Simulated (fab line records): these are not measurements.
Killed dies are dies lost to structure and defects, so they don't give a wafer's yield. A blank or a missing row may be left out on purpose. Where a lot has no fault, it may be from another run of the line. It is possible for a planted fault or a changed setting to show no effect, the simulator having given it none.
fab line records	flow nandHarc	part 1 of 2: steps 1 to 34 of 37
record lots=6	wafers=18	lastDay=33
route steps=1302 shown A_CHANNEL_HOLE_D1@455 A_CHANNEL_FILL_D1@490 END@1302
lots with no fault: from the same line, run without faults
startH: hours from the record's opening day to when the first of the lot's shown wafers began	waitH: hours elapsed since this lot's preceding step	" unchanged from the row above	L1.1+2: a single row standing in for several wafers	- no value, or no start given	* or withheld: withheld	< > ~ a bound
route shown NAME@n: names a module that has steps shown in the file, with the first one's number in the route	usual: mean/standard deviation of fault-free wafers	same: alike in all rows	chamber/n: place in a boat	sites: per-site readings	_std_site: how widely they spread, as a standard deviation	_edge_site: inner sites' mean taken away from outer sites' mean	radiusMm: how far each site lies from the wafer's centre	mask NAME#n: copy n	behind: the most recent tool/chamber to have shaped the wafer	hold: why the lot went on hold/how many hours it stayed there/how the hold came to an end	device: transistor that didn't switch, given as n, p or np	end of line: tests run on the same wafers once the route is complete	for a step that has no rows: nothing shown but its recipe	killed: not the wafer's yield, but the dies lost to structure and defects at the first sort	map: a wafer's dies, marking killed ones x, the rest . and places with no die _
set.NAME: the setting that was run; set.NAME@STEP: the one run at that earlier step	model.NAME: the simulator's own value behind a step, which no gauge read
certain route steps with their lots: each step a table, each wafer a row
services: a tool's chamber out of use, with start hour (startH, from the record's first day; less than 0 if before it), hours out, and reason
## steps
# step NHARC_A_CHANNEL_HOLE_D1_COAT_37
# recipe tempC=225	timeS=65
# step NHARC_A_CHANNEL_HOLE_D1_COAT_04
# recipe spinRpm=1500	resistThkNm=90
# step NHARC_A_CHANNEL_HOLE_D1_SOFTBAKE_05
# recipe tempC=105	timeS=55
# step NHARC_A_CHANNEL_HOLE_D1_EBR_06
# step NHARC_A_CHANNEL_HOLE_D1_EXPOSE_07
# recipe na=1.35	targetCdNm=100	sigmaOuter=0.3	doseMj=59.65	maskId=HOLE_D1
# step NHARC_A_CHANNEL_HOLE_D1_PEB_08
# recipe pebTempC=100	pebTimeS=65
# step NHARC_A_CHANNEL_HOLE_D1_DEVELOP_09
# recipe developTimeS=35	devTempC=23
# step NHARC_A_CHANNEL_HOLE_D1_CD_MEAS_10
# recipe targetCdNm=100	landingEnergyEv=500
# usual cdNm=100.0/0.65
lot.wafer	tool	chamber	startH	waitH	cdNm
L617.2	cdSem-02	0	189.24	-	101.2
L617.4	"	0	"	"	100.6
L617.6	"	0	"	"	101.4
L621.1	cdSem-01	0	233.44	-	100.0
L621.3	"	0	"	"	100.4
L621.5	"	0	"	"	100.0
L622.2	cdSem-01	0	241.68	-	100.6
L622.3	"	0	"	"	99.2
L622.5	"	0	"	"	99.9
L633.1	cdSem-03	0	346.59	-	100.9
L633.3	"	0	"	"	100.4
L633.6	"	0	"	"	101.0
L634.1	cdSem-02	0	360.84	-	99.9
L634.3	"	0	"	"	100.1
L634.4	"	0	"	"	99.4
L638.1	cdSem-03	0	399.37	-	99.8
L638.4	"	0	"	"	100.5
L638.6	"	0	"	"	100.1
# step NHARC_A_CHANNEL_HOLE_D1_OVL_MEAS_11
# usual overlayXNm=0.0/0.92	overlayYNm=0.0/0.88
lot.wafer	tool	chamber	startH	waitH	overlayXNm	overlayYNm
L617.2	overlay-01	-	189.33	-	0.3	0.4
L617.4	"	-	"	"	0.4	1.0
L617.6	"	-	"	"	0.5	-0.1
L621.1	overlay-02	-	233.53	-	-1.1	0.2
L621.3	"	-	"	"	-1.1	0.6
L621.5	"	-	"	"	-1.3	0.7
L622.2	overlay-01	-	241.77	-	1.1	-0.9
L622.3	"	-	"	"	0.9	-1.1
L622.5	"	-	"	"	1.2	-1.3
L633.1	overlay-01	-	346.68	-	-0.2	-0.9
L633.3	"	-	"	"	0.1	-0.9
L633.6	"	-	"	"	0.7	0.1
L634.1	overlay-02	-	360.93	-	0.1	-1.6
L634.3	"	-	"	"	0.6	-1.8
L634.4	"	-	"	"	0.2	-1.3
L638.1	overlay-02	-	399.46	-	-1.8	0.0
L638.4	"	-	"	"	-1.5	0.4
L638.6	"	-	"	"	-1.2	-0.3
# step NHARC_A_CHANNEL_HOLE_D1_INSPECT_12
# usual rawDefectCount=5.4/2.8
lot.wafer	tool	chamber	startH	waitH	rawDefectCount
L617.2	defectInspect-01	-	189.36	0.0	8
L617.4	"	-	"	"	2
L617.6	"	-	"	"	1
L621.1	defectInspect-01	-	233.57	0.0	3
L621.3	"	-	"	"	2
L621.5	"	-	"	"	3
L622.2	defectInspect-02	-	241.80	0.0	1
L622.3	"	-	"	"	6
L622.5	"	-	"	"	9
L633.1	defectInspect-02	-	346.72	0.0	5
L633.3	"	-	"	"	0
L633.6	"	-	"	"	8
L634.1	defectInspect-02	-	360.97	0.0	5
L634.3	"	-	"	"	7
L634.4	"	-	"	"	6
L638.1	defectInspect-01	-	399.50	0.0	7
L638.4	"	-	"	"	1
L638.6	"	-	"	"	6
# step NHARC_A_CHANNEL_HOLE_D1_DESCUM_15
# recipe timeS=3	o2FlowSccm=200	arFlowSccm=0	biasPowerW=0	chemistry=O2
# usual drypumpMotorCurrentA=5.5/0.45	oesProductAu=0.999/0.0098	rfVppV=57.8/0.83	showerheadPlenumPTorr=1.91/0.059	throttleValvePct=11.312/0.009
# same biasPowerW=0	timeS=3
lot.wafer	tool	chamber	startH	waitH	drypumpMotorCurrentA	oesProductAu	rfHoursCounterH	rfVppV	showerheadPlenumPTorr	throttleValvePct
L617.4	rieDiel-02	1	189.42	0.1	5.4	1.004	11	59.0	1.99	11.313
L617.2	"	0	"	"	5.8	0.996	11	56.7	1.87	11.321
L617.6	"	2	"	"	5.9	0.989	-	57.9	1.95	11.328
L621.3	rieDiel-02	2	233.64	0.1	5.9	0.993	0	57.8	1.95	11.306
L621.1	"	0	"	"	5.8	0.982	0	57.9	1.86	11.313
L621.5	"	1	"	"	5.5	1.001	-	57.8	1.99	11.310
L622.2	rieDiel-02	3	241.87	0.1	5.0	1.002	2	57.1	1.90	11.300
L622.3	"	0	"	"	5.8	0.997	2	57.1	1.86	11.309
L622.5	"	3	"	"	5.0	1.012	-	58.0	1.90	11.304
L633.3	rieDiel-06	1	346.81	0.1	5.5	0.997	9	59.3	1.97	11.304
L633.1	"	3	"	"	6.5	1.015	11	58.8	1.79	11.325
L633.6	"	1	"	"	5.5	0.988	-	57.1	1.97	11.324
L634.3	rieDiel-02	1	361.04	0.1	5.5	0.996	13	58.1	1.98	11.317
L634.1	"	2	"	"	5.9	0.973	13	57.8	1.95	11.311
L634.4	"	3	"	"	5.0	1.000	13	58.1	1.89	11.305
L638.1	rieDiel-05	3	399.57	0.1	4.9	0.989	41	58.0	1.77	11.319
L638.4	"	1	"	"	4.8	1.004	49	57.5	1.83	11.319
L638.6	"	2	"	"	6.3	0.986	-	57.0	1.85	11.323
# step NHARC_A_CHANNEL_HOLE_D1_ETCH_38
# recipe targetDepthA=390	overEtchFrac=0.3	timeS=65	ionEnergyEv=80	cf4FlowSccm=150	arFlowSccm=0	rfW=300	biasW=100	chemistry=CF4
# usual drypumpMotorCurrentA=5.5/0.46	oesProductAu=1.000/0.0098	rfVppV=151.2/1.1	showerheadPlenumPTorr=1.76/0.053	throttleValvePct=13.284/0.0096
# same timeS=65
lot.wafer	tool	chamber	startH	waitH	drypumpMotorCurrentA	oesProductAu	rfHoursCounterH	rfVppV	showerheadPlenumPTorr	throttleValvePct
L617.2	rieDiel-02	0	189.51	0.1	5.8	0.992	11	151.8	1.73	13.281
L617.4	"	2	"	"	5.9	1.000	11	151.8	1.80	13.285
L617.6	"	1	"	"	5.5	0.990	-	152.2	1.83	13.294
L621.3	rieDiel-02	2	233.72	0.1	5.9	0.996	0	152.2	1.80	13.288
L621.1	"	0	"	"	5.8	1.002	0	150.1	1.73	13.282
L621.5	"	2	"	"	5.9	1.004	-	151.2	1.80	13.284
L622.2	rieDiel-02	2	241.96	0.1	5.9	0.997	2	150.6	1.80	13.278
L622.3	"	3	"	"	5.0	1.001	2	152.0	1.76	13.276
L622.5	"	0	"	"	5.8	0.986	-	150.8	1.73	13.292
L633.3	rieDiel-06	3	346.91	0.1	6.5	0.996	11	149.9	1.66	13.268
L633.1	"	2	"	"	5.0	1.000	12	150.6	1.75	13.278
L633.6	"	3	"	"	6.5	0.993	-	149.6	1.66	13.292
L634.3	rieDiel-02	3	361.11	0.1	4.9	1.003	13	152.5	1.75	13.289
L634.4	"	0	"	"	5.8	1.001	13	150.9	1.72	13.287
L634.1	"	2	"	"	5.9	0.984	13	152.6	1.80	13.275
L638.1	rieDiel-05	2	399.65	0.1	6.3	0.990	42	148.6	1.71	13.283
L638.4	"	0	"	"	5.2	0.997	49	151.1	1.74	13.289
L638.6	"	2	"	"	6.3	0.986	-	150.2	1.71	13.275
# step NHARC_A_CHANNEL_HOLE_D1_ETCH_39
# recipe targetDepthA=2600	overEtchFrac=0.3	timeS=325	ionEnergyEv=200	n2FlowSccm=150	h2FlowSccm=150	arFlowSccm=0	rfW=400	biasW=150	chemistry=N2/H2
# usual drypumpMotorCurrentA=5.5/0.45	oesProductAu=0.999/0.0096	rfVppV=430.5/1.9	showerheadPlenumPTorr=2.04/0.067	throttleValvePct=14.172/0.008
# same timeS=325
lot.wafer	tool	chamber	startH	waitH	drypumpMotorCurrentA	oesProductAu	rfHoursCounterH	rfVppV	showerheadPlenumPTorr	throttleValvePct
L617.2	rieDiel-02	0	189.65	-	5.8	0.997	11	430.3	1.99	14.185
L617.4	"	1	"	"	5.4	1.000	11	431.8	2.12	14.158
L617.6	"	2	"	"	5.9	0.999	-	431.8	2.08	14.163
L621.1	rieDiel-02	1	233.81	-	5.4	1.019	0	432.5	2.12	14.184
L621.3	"	3	"	"	4.9	1.017	0	430.6	2.02	14.168
L621.5	"	2	"	"	5.8	1.008	-	432.0	2.08	14.166
L622.3	rieDiel-02	0	242.06	-	5.8	0.997	2	428.6	1.99	14.169
L622.2	"	2	"	"	5.9	1.004	2	430.8	2.08	14.168
L622.5	"	3	"	"	4.9	1.005	-	430.0	2.02	14.159
L633.3	rieDiel-06	0	347.00	-	5.7	0.994	8	433.2	2.14	14.167
L633.1	"	2	"	"	5.0	1.005	12	430.9	2.02	14.170
L633.6	"	0	"	"	5.7	1.000	-	431.9	2.14	14.174
L634.1	rieDiel-02	3	361.21	-	4.9	1.003	13	430.3	2.02	14.168
L634.4	"	1	"	"	5.5	0.992	13	433.1	2.12	14.173
L634.3	"	2	"	"	5.9	0.989	13	430.1	2.08	14.166
L638.4	rieDiel-05	3	399.76	-	4.9	0.997	41	425.3	1.88	14.165
L638.1	"	0	"	"	5.3	1.004	49	431.3	2.00	14.175
L638.6	"	3	"	"	4.9	0.980	-	427.4	1.88	14.177
# step NHARC_A_CHANNEL_HOLE_D1_ETCH_34
# recipe targetDepthA=1540	timeS=77	cf4FlowSccm=100	chf3FlowSccm=30	arFlowSccm=0	rfW=500	biasW=200	chemistry=CF4/CHF3
# step NHARC_A_CHANNEL_HOLE_D1_ETCH_16
# recipe targetDepthA=31000	overEtchFrac=0.3	timeS=806	ionEnergyEv=150	o2FlowSccm=400	cosFlowSccm=20	arFlowSccm=0	rfW=500	biasW=300	chemistry=O2/COS
# step NHARC_A_CHANNEL_HOLE_D1_CD_MEAS_18
# usual cdNm=100.3/2.1
lot.wafer	tool	chamber	startH	waitH	cdNm
L617.2	cdSem-01	-	190.53	-	103.3
L617.4	"	-	"	"	102.3
L617.6	"	-	"	"	100.3
L621.1	cdSem-01	-	234.73	-	100.5
L621.3	"	-	"	"	99.5
L621.5	"	-	"	"	101.2
L622.2	cdSem-01	-	242.98	-	98.0
L622.3	"	-	"	"	102.2
L622.5	"	-	"	"	96.7
L633.1	cdSem-03	-	347.93	-	101.6
L633.3	"	-	"	"	101.8
L633.6	"	-	"	"	101.1
L634.1	cdSem-02	-	362.14	-	98.5
L634.3	"	-	"	"	101.2
L634.4	"	-	"	"	100.0
L638.1	cdSem-01	-	400.66	-	105.9
L638.4	"	-	"	"	101.7
L638.6	"	-	"	"	100.7
# step NHARC_A_CHANNEL_HOLE_D1_ETCH_19
# recipe biasV=1200	sourceW=2500	pressureMtorr=15	timeS=34.5	arFlowSccm=375	c4f8FlowSccm=28.8	o2FlowSccm=96.2	tempC=-20	targetDepthA=*	chemistry=C4F8/O2/Ar
# step NHARC_A_CHANNEL_HOLE_D1_ETCH_20
# recipe biasV=3000	sourceW=withheld	pressureMtorr=20	timeS=361.9	arFlowSccm=375	c4f8FlowSccm=89.3	o2FlowSccm=35.7	tempC=-20	targetDepthA=16000	chemistry=C4F8/O2/Ar
# step NHARC_A_CHANNEL_HOLE_D1_ETCH_21
# recipe biasV=3000	sourceW=withheld	pressureMtorr=20	timeS=514.3	arFlowSccm=375	c4f8FlowSccm=89.3	o2FlowSccm=35.7	tempC=-20	targetDepthA=16000	chemistry=C4F8/O2/Ar
# step NHARC_A_CHANNEL_HOLE_D1_ETCH_22
# recipe biasV=3000	sourceW=withheld	pressureMtorr=20	timeS=666.7	arFlowSccm=375	c4f8FlowSccm=89.3	o2FlowSccm=35.7	tempC=-20	targetDepthA=16000	chemistry=C4F8/O2/Ar
# step NHARC_A_CHANNEL_HOLE_D1_ETCH_23
# recipe biasV=5000	sourceW=withheld	pressureMtorr=20	timeS=819	arFlowSccm=375	c4f8FlowSccm=89.3	o2FlowSccm=35.7	tempC=-20	targetDepthA=16000	chemistry=C4F8/O2/Ar
# step NHARC_A_CHANNEL_HOLE_D1_ETCH_24
# recipe biasV=5000	sourceW=withheld	pressureMtorr=20	timeS=906.2	arFlowSccm=375	c4f8FlowSccm=93.8	o2FlowSccm=31.2	tempC=-20	targetDepthA=15000	chemistry=C4F8/O2/Ar
# usual drypumpMotorCurrentA=5.85/0.19	oesAirLineAu=1.001/0.021	showerheadPlenumPTorr=3.69/0.12	tempC=-19.99/0.12	throttleValvePct=32.236/0.009
# same timeS=906.2
lot.wafer	tool	chamber	startH	waitH	drypumpMotorCurrentA	oesAirLineAu	rfHoursCounterH	showerheadPlenumPTorr	tempC	throttleValvePct
L617.2	harEtch-01	0	195.17	0.6	6.06	0.976	97	3.73	-20.09	32.230
L617.4	"	1	"	"	5.72	1.006	-	3.73	-20.08	32.235
L617.6	"	1	"	"	5.69	0.999	-	3.73	-20.12	32.242
L621.1	harEtch-01	1	236.91	0.6	5.70	1.010	121	3.72	-19.91	32.236
L621.3	"	0	"	"	6.07	0.990	-	3.72	-19.94	32.235
L621.5	"	1	"	"	5.69	0.951	-	3.72	-20.11	32.224
L622.2	harEtch-01	1	246.49	0.6	5.69	1.014	128	3.71	-19.86	32.244
L622.3	"	0	"	"	6.09	0.979	-	3.71	-20.10	32.242
L622.5	"	0	"	"	6.07	1.010	-	3.71	-20.06	32.238
L633.1	harEtch-02	0	350.14	0.6	5.68	0.990	387	3.63	-19.86	32.244
L633.3	"	0	"	"	5.64	1.005	-	3.63	-19.79	32.231
L633.6	"	1	"	"	6.03	0.957	-	3.92	-20.04	32.244
L634.1	harEtch-02	1	364.48	0.6	5.99	0.975	394	3.91	-19.91	32.242
L634.3	"	0	"	"	5.65	0.991	-	3.63	-20.05	32.226
L634.4	"	1	"	"	6.03	0.977	-	3.91	-19.97	32.239
L638.1	harEtch-02	0	402.87	0.6	5.63	1.033	6	3.62	-20.09	32.250
L638.4	"	0	"	"	5.63	1.030	-	3.62	-20.12	32.235
L638.6	"	1	"	"	6.03	0.999	-	3.90	-19.74	32.234
# step NHARC_A_CHANNEL_HOLE_D1_ETCH_25
# recipe biasV=5000	sourceW=withheld	pressureMtorr=20	timeS=1040.2	arFlowSccm=375	c4f8FlowSccm=93.8	o2FlowSccm=31.2	tempC=-20	targetDepthA=15000	chemistry=C4F8/O2/Ar
# usual drypumpMotorCurrentA=5.85/0.19	oesAirLineAu=0.998/0.021	showerheadPlenumPTorr=3.69/0.12	tempC=-20.00/0.11	throttleValvePct=32.235/0.0093
# same timeS=1040.2
lot.wafer	tool	chamber	startH	waitH	drypumpMotorCurrentA	oesAirLineAu	rfHoursCounterH	showerheadPlenumPTorr	tempC	throttleValvePct
L617.2	harEtch-01	0	195.96	0.7	6.05	0.997	98	3.73	-20.31	32.246
L617.4	"	1	"	"	5.65	0.994	-	3.73	-20.17	32.228
L617.6	"	1	"	"	5.70	0.995	-	3.73	-19.83	32.231
L621.1	harEtch-01	1	237.69	0.6	5.66	0.985	121	3.72	-19.93	32.237
L621.3	"	0	"	"	6.07	0.984	-	3.72	-20.03	32.224
L621.5	"	1	"	"	5.68	0.977	-	3.72	-19.99	32.242
L622.2	harEtch-01	1	247.25	0.6	5.68	0.954	129	3.71	-20.15	32.248
L622.3	"	0	"	"	6.04	0.989	-	3.71	-20.04	32.249
L622.5	"	0	"	"	6.06	0.990	-	3.71	-19.96	32.232
L633.1	harEtch-02	0	350.90	0.6	5.66	0.997	388	3.63	-20.10	32.227
L633.3	"	0	"	"	5.67	0.993	-	3.63	-19.93	32.225
L633.6	"	1	"	"	6.02	0.965	-	3.92	-20.14	32.238
L634.1	harEtch-02	1	365.27	0.7	6.01	0.985	395	3.91	-20.28	32.255
L634.3	"	0	"	"	5.65	1.003	-	3.63	-19.94	32.229
L634.4	"	1	"	"	5.99	0.984	-	3.91	-20.24	32.243
L638.1	harEtch-02	0	403.64	0.6	5.65	0.986	7	3.62	-19.90	32.215
L638.4	"	0	"	"	5.64	1.002	-	3.62	-20.02	32.225
L638.6	"	1	"	"	6.02	0.997	-	3.90	-19.92	32.243
# step NHARC_A_CHANNEL_HOLE_D1_ETCH_26
# recipe biasV=300	sourceW=2000	pressureMtorr=30	timeS=224.1	arFlowSccm=375	c4f8FlowSccm=11.4	o2FlowSccm=113.6	tempC=-20	targetDepthA=3000	chemistry=C4F8/O2/Ar
# step NHARC_A_CHANNEL_HOLE_D1_ETCH_33
# recipe biasV=400	sourceW=2000	pressureMtorr=25	timeS=90	arFlowSccm=375	c4f8FlowSccm=41.7	o2FlowSccm=83.3	tempC=-20	targetDepthA=4000	chemistry=C4F8/O2/Ar
# step NHARC_A_CHANNEL_HOLE_D1_STRIP_41
# recipe n2FlowSccm=150	h2FlowSccm=150	arFlowSccm=0	biasW=0	chemistry=N2/H2
# step NHARC_A_CHANNEL_HOLE_D1_STRIP_42
# recipe cf4FlowSccm=100	chf3FlowSccm=30	arFlowSccm=0	biasW=0	chemistry=CF4/CHF3
# step NHARC_A_CHANNEL_HOLE_D1_STRIP_43
# recipe o2FlowSccm=400	cosFlowSccm=20	arFlowSccm=0	biasW=0	chemistry=O2/COS
# step NHARC_A_CHANNEL_HOLE_D1_ETCH_44
# recipe targetDepthA=1400	overetchA=140	timeS=77	ionEnergyEv=100	cf4FlowSccm=80	o2FlowSccm=20	arFlowSccm=0	rfW=300	biasW=100	chemistry=CF4/O2
# step NHARC_A_CHANNEL_HOLE_D1_STRIP_27
# recipe o2FlowSccm=500	arFlowSccm=0	biasW=0	chemistry=O2
# usual drypumpMotorCurrentA=5.5/0.48	oesProductAu=0.996/0.0098	rfVppV=57.8/0.86	showerheadPlenumPTorr=3.52/0.12	throttleValvePct=17.036/0.0096
lot.wafer	tool	chamber	startH	waitH	drypumpMotorCurrentA	oesProductAu	rfHoursCounterH	rfVppV	showerheadPlenumPTorr	throttleValvePct
L617.2	rieDiel-02	0	-	-	5.8	0.989	12	56.9	3.45	17.020
L617.4	"	1	"	"	5.4	0.991	12	58.5	3.66	17.038
L617.6	"	3	"	"	5.0	0.989	-	58.0	3.50	17.047
L621.3	rieDiel-05	2	-	-	6.4	0.993	0	56.8	3.44	17.039
L621.1	"	0	"	"	5.3	0.998	0	58.2	3.50	17.041
L621.5	"	2	"	"	6.4	0.991	-	58.5	3.44	17.043
L622.2	rieDiel-02	3	-	-	5.0	0.999	2	57.8	3.50	17.027
L622.3	"	0	"	"	5.8	0.982	2	56.8	3.44	17.025
L622.5	"	0	"	"	5.8	0.993	-	58.9	3.44	17.023
L633.3	rieDiel-06	2	-	-	5.0	1.000	13	56.5	3.50	17.046
L633.1	"	3	"	"	6.5	1.003	12	57.8	3.31	17.044
L633.6	"	0	"	"	5.6	1.010	-	59.1	3.68	17.028
L634.3	rieDiel-05	2	-	-	6.3	0.996	32	58.3	3.42	17.043
L634.1	"	0	"	"	5.3	1.018	39	56.3	3.48	17.042
L634.4	"	2	"	"	6.3	0.999	-	58.9	3.42	17.037
L638.1	rieDiel-05	3	-	-	4.9	0.981	43	57.3	3.28	17.033
L638.4	"	2	"	"	6.4	0.976	44	59.0	3.41	17.041
L638.6	"	0	"	"	5.3	0.999	-	58.6	3.47	17.030
# step NHARC_A_CHANNEL_HOLE_D1_PRECLEAN_28
# recipe timeS=*	tempC=50	bathAgeMin=0	chemistry=SC1
# step NHARC_A_CHANNEL_HOLE_D1_SRD_29
# step NHARC_A_CHANNEL_HOLE_D1_CD_MEAS_30
# usual cdNm=90.0/1.1
lot.wafer	tool	chamber	startH	waitH	cdNm
L617.2	cdSem-03	-	198.44	-	89.8
L617.4	"	-	"	"	90.4
L617.6	"	-	"	"	91.3
L621.1	cdSem-01	-	240.31	-	88.7
L621.3	"	-	"	"	89.6
L621.5	"	-	"	"	90.1
L622.2	cdSem-03	-	249.89	-	88.9
L622.3	"	-	"	"	90.0
L622.5	"	-	"	"	89.3
L633.1	cdSem-03	-	353.63	-	92.2
L633.3	"	-	"	"	90.9
L633.6	"	-	"	"	90.5
L634.1	cdSem-03	-	368.06	-	90.2
L634.3	"	-	"	"	89.7
L634.4	"	-	"	"	88.1
L638.1	cdSem-02	-	406.26	-	88.8
L638.4	"	-	"	"	91.2
L638.6	"	-	"	"	90.3
# step NHARC_A_CHANNEL_HOLE_D1_XSEM_31
# recipe landingEnergyEv=35000
